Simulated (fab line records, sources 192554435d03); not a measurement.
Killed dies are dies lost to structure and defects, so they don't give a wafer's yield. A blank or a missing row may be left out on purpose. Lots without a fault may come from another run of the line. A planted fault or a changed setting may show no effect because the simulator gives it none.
Which tool did it? | flow n5_finfet | 10 lots, 28 wafers sampled, at 5 steps of a route of 1938

WHAT THE GAUGES READ, wafer by wafer
N5_BEOL_M2_INSPECT_59: inspects for defects (darkfield). Usual: raw_defect_count 70, standard deviation 23.
lot  | measured     | on                | raw_defect_count | flag
L263 | day 7 09:12  | defect_inspect-02 | 95 69 85         |
L265 | day 8 03:13  | defect_inspect-01 | 67 88 57         |
L266 | day 8 07:29  | defect_inspect-01 | 48 46 58         |
L267 | day 8 07:46  | defect_inspect-01 | 58 64 70         |
L268 | day 8 14:19  | defect_inspect-02 | 85 81 85         |
L269 | day 8 16:13  | defect_inspect-01 | 51 69 49         |
L274 | day 9 23:53  | defect_inspect-01 | 52 65 67         |
L282 | day 12 01:19 | defect_inspect-02 | 78 74 124        |
L283 | day 12 11:31 | defect_inspect-01 | 42 40 32         |
L284 | day 12 12:17 | defect_inspect-01 | 31               |

N5_BEOL_M3_THK_MEAS_01. Usual: M3_ILD_THK 79.1 nm, standard deviation 0.96.
lot  | measured     | on            | M3_ILD_THK (nm) | flag
L263 | day 7 09:18  | film_metro-02 | 78.9 79.9 79.9  |
L265 | day 8 03:20  | film_metro-02 | 77.1 80.1 79.2  |
L266 | day 8 07:35  | film_metro-01 | 78.5 78.9 79.1  |
L267 | day 8 07:52  | film_metro-01 | 79.0 78.7 79.1  |
L268 | day 8 14:25  | film_metro-02 | 79.2 78.5 79.9  |
L269 | day 8 16:19  | film_metro-01 | 78.7 78.1 79.2  |
L274 | day 9 23:59  | film_metro-01 | 79.1 78.4 80.8  |
L282 | day 12 01:25 | film_metro-01 | 79.8 81.7 80.5  |
L283 | day 12 11:37 | film_metro-02 | 79.4 78.9 79.2  |
L284 | day 12 12:24 | film_metro-01 | 78.7            |

N5_BEOL_M4_RC_MEAS_101. Usual: DIBL_N 35.8 mV/V, standard deviation 1.6; DIBL_P 36.0 mV/V, standard deviation 2.1; IOFF_N 0.153 nA/um, standard deviation 0.026; IOFF_P 0.21 nA/um, standard deviation 0.037; ION_N 673 uA/um, standard deviation 11; ION_P 462 uA/um, standard deviation 7.6; SS_N 71.4 mV/dec, standard deviation 0.53; SS_P 73.2 mV/dec, standard deviation 0.67; VT_N 250 mV, standard deviation 3.2; VT_P -250 mV, standard deviation 3.7.
lot  | measured     | on        | DIBL_N (mV/V)  | DIBL_P (mV/V)  | IOFF_N (nA/um)    | IOFF_P (nA/um) | ION_N (uA/um) | ION_P (uA/um) | SS_N (mV/dec)  | SS_P (mV/dec)  | VT_N (mV)   | VT_P (mV)      | flag
L263 | day 8 09:25  | prober-02 | 35.3 37.4 35.5 | 36.1 37.9 35.7 | 0.139 0.165 0.137 | 0.18 0.20 0.18 | 670 675 673   | 453 460 456   | 71.1 71.7 71.6 | 73.2 73.4 72.4 | 252 250 253 | -255 -250 -252 |
L265 | day 9 00:14  | prober-02 | 38.4 39.5 36.4 | 37.5 39.5 35.9 | 0.175 0.193 0.144 | 0.22 0.27 0.20 | 679 685 678   | 461 473 464   | 72.8 72.2 70.8 | 73.6 74.4 73.0 | 251 250 251 | -251 -249 -253 |
L266 | day 9 06:08  | prober-01 | 37.5 37.4 36.8 | 36.1 36.3 35.5 | 0.193 0.183 0.180 | 0.24 0.25 0.24 | 691 685 697   | 468 471 476   | 71.4 70.9 70.6 | 73.7 73.9 72.9 | 245 246 245 | -246 -243 -243 |
L267 | day 9 06:33  | prober-02 | 34.5 33.6 33.7 | 35.5 34.5 34.1 | 0.142 0.126 0.124 | 0.20 0.17 0.17 | 675 665 670   | 468 452 447   | 71.3 71.1 71.2 | 72.8 72.9 72.5 | 251 250 252 | -250 -254 -252 |
L268 | day 9 15:37  | prober-02 | 37.0 35.2 35.6 | 38.7 35.6 36.5 | 0.192 0.153 0.159 | 0.25 0.20 0.21 | 690 680 670   | 467 464 463   | 71.4 71.2 71.8 | 73.6 73.2 72.8 | 248 250 252 | -247 -253 -250 |
L269 | day 9 15:46  | prober-01 | 33.7 33.4 31.5 | 33.4 32.9 30.3 | 0.121 0.111 0.091 | 0.17 0.15 0.13 | 658 653 647   | 458 450 445   | 70.6 70.4 70.2 | 72.8 72.2 72.0 | 253 254 256 | -255 -253 -257 |
L274 | day 11 00:41 | prober-02 | 33.4 33.7 36.6 | 32.2 32.9 37.2 | 0.113 0.112 0.168 | 0.16 0.17 0.23 | 656 659 684   | 449 457 465   | 71.4 70.6 71.2 | 71.8 72.4 73.2 | 254 255 249 | -252 -251 -248 |
L282 | day 12 21:25 | prober-02 | 33.9 35.2 35.8 | 35.1 36.3 37.1 | 0.134 0.168 0.181 | 0.19 0.23 0.23 | 659 673 680   | 463 466 460   | 70.9 71.8 72.2 | 73.0 73.2 73.5 | 254 248 249 | -250 -246 -246 |
L283 | day 13 14:24 | prober-02 | 37.5 38.3 38.3 | 38.2 39.0 38.8 | 0.156 0.157 0.167 | 0.21 0.24 0.22 | 668 672 674   | 458 469 458   | 71.6 71.8 71.5 | 73.6 74.3 73.8 | 251 252 248 | -251 -250 -249 |
L284 | day 13 14:55 | prober-01 | 37.3           | 37.4           | 0.188             | 0.24           | 685           | 467           | 71.0           | 73.3           | 246         | -250           |

WHICH TOOL RAN EACH LOT (tool, then ch and the chambers of the sampled wafers, then the start)
lot  | N5_BEOL_M3_HM_DEP_02         | N5_BEOL_M3_ETCH_63
L263 | pvd_sputter-03, day 7 10:22  | rie_diel-02 ch 1,2, day 7 11:08
L265 | pvd_sputter-03, day 8 03:55  | rie_diel-04 ch 1,2, day 8 04:28
L266 | pvd_sputter-01, day 8 09:17  | rie_diel-02 ch 2,3, day 8 09:58
L267 | pvd_sputter-01, day 8 09:32  | rie_diel-04 ch 0,1,2, day 8 10:07
L268 | pvd_sputter-01, day 8 15:02  | rie_diel-02 ch 0,1,2, day 8 15:43
L269 | pvd_sputter-02, day 8 19:50  | rie_diel-03 ch 0,1,3, day 8 20:28
L274 | pvd_sputter-03, day 10 01:35 | rie_diel-04 ch 0,2,3, day 10 02:10
L282 | pvd_sputter-03, day 12 01:41 | rie_diel-04 ch 1,3, day 12 02:23
L283 | pvd_sputter-01, day 12 15:47 | rie_diel-04 ch 1,2,3, day 12 16:29
L284 | pvd_sputter-01, day 12 16:13 | rie_diel-04 ch 0, day 12 16:46
- N5_BEOL_M3_HM_DEP_02: deposits TiN, target thk 20 nm.
- N5_BEOL_M3_ETCH_63: etches SiARC in CF4, target depth 15.6 nm, time 26 s.

WHAT THE TOOLS THEMSELVES READ (means of the sampled wafers that have a number; where no wafer has one, the mark that the record gives instead)
N5_BEOL_M3_HM_DEP_02. Usual: substrate_temp_c 25.00 C, standard deviation 0.098; throttle_valve_pct 29.9 %, standard deviation 1.3.
lot  | tool           | substrate_temp_c (C) | throttle_valve_pct (%) | flag
L263 | pvd_sputter-03 | 24.99                | 28.5                   |
L265 | pvd_sputter-03 | 25.03                | 29.3                   |
L266 | pvd_sputter-01 | 24.97                | 30.3                   |
L267 | pvd_sputter-01 | 25.00                | 29.2                   |
L268 | pvd_sputter-01 | 24.95                | 29.1                   |
L269 | pvd_sputter-02 | 24.91                | 31.0                   |
L274 | pvd_sputter-03 | 24.94                | 29.4                   |
L282 | pvd_sputter-03 | 25.02                | 28.7                   |
L283 | pvd_sputter-01 | 25.00                | 30.5                   |
L284 | pvd_sputter-01 | 25.05                | 27.8                   |

N5_BEOL_M3_ETCH_63. Usual: drypump_motor_current_A 5.9 A, standard deviation 0.47; etch_rf_on_time_s 25.9 s, standard deviation 0.56; oes_product_au 0.63 a.u., standard deviation 0.044; rf_vpp_V 184.0 V, standard deviation 1.3; showerhead_plenum_p_Torr 2.14 Torr, standard deviation 0.074; throttle_valve_pct 15.69 %, standard deviation 0.17.
lot  | tool        | drypump_motor_current_A (A) | etch_rf_on_time_s (s) | oes_product_au (a.u.) | rf_vpp_V (V) | showerhead_plenum_p_Torr (Torr) | throttle_valve_pct (%) | flag
L263 | rie_diel-02 | 6.1                         | 26.6                  | 0.63                  | 183.3        | 2.11                            | 15.54                  |
L265 | rie_diel-04 | 5.6                         | 25.3                  | 0.64                  | 184.7        | 2.17                            | 15.64                  |
L266 | rie_diel-02 | 6.4                         | 26.4                  | 0.58                  | 184.0        | 2.18                            | 15.76                  |
L267 | rie_diel-04 | 5.9                         | 25.4                  | 0.63                  | 184.1        | 2.14                            | 15.79                  |
L268 | rie_diel-02 | 5.8                         | 26.6                  | 0.65                  | 183.9        | 2.15                            | 15.54                  |
L269 | rie_diel-03 | 5.9                         | 26.2                  | 0.61                  | 183.5        | 2.06                            | 15.75                  |
L274 | rie_diel-04 | 5.9                         | 25.4                  | 0.62                  | 182.7        | 2.13                            | 15.77                  |
L282 | rie_diel-04 | 6.0                         | 18.4                  | 0.74                  | 184.2        | 2.21                            | 15.71                  | OFF
L283 | rie_diel-04 | 5.8                         | 18.6                  | 0.74                  | 184.5        | 2.18                            | 15.69                  | OFF
L284 | rie_diel-04 | 6.3                         | 18.4                  | 0.73                  | 182.1        | 2.04                            | 16.08                  | OFF

THE ANSWER, worked out from the rows above alone
Rule: a lot is off if the mean of its wafers that have a number lies more than 3 standard deviations from the usual mean. A lot without any number at a reading at which 4 lots or more have one is off too. The other lots that the step has rows for count as sound. The gauges are gone through in route order, then the tools' own readings, and for those a lot's mean is taken as printed above. The first step at which some lot is off is used, and at that step the reading that is off furthest; a lot without a number counts as furthest.
Off: L282, L283, L284, at N5_BEOL_M3_ETCH_63 (etch_rf_on_time_s).
A tool fits if, at that step or a process step before it, it ran every lot that is off, and no sound lot after the first of them. One fits: rie_diel-04 at N5_BEOL_M3_ETCH_63. Its last sound lot is L274 (day 10 02:10), its first lot that is off L282 (day 12 02:23): a fault that began between those two fits.
The tool's own readings at N5_BEOL_M3_ETCH_63 bear it out: on the lots that are off they differ by more than 5 times the standard deviation of the sound lots' means. etch_rf_on_time_s reads 18.5 s there against 26.0 s on the sound lots; oes_product_au reads 0.74 a.u. there against 0.62 a.u. on the sound lots.

WHAT THE SIMULATOR HAD PUT IN
Process parameter drift: rie_diel-04, from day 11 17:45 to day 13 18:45, at N5_BEOL_M3_ETCH_63. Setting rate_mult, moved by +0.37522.
Lots struck among those shown: L282, L283, L284. The rule above found the same.
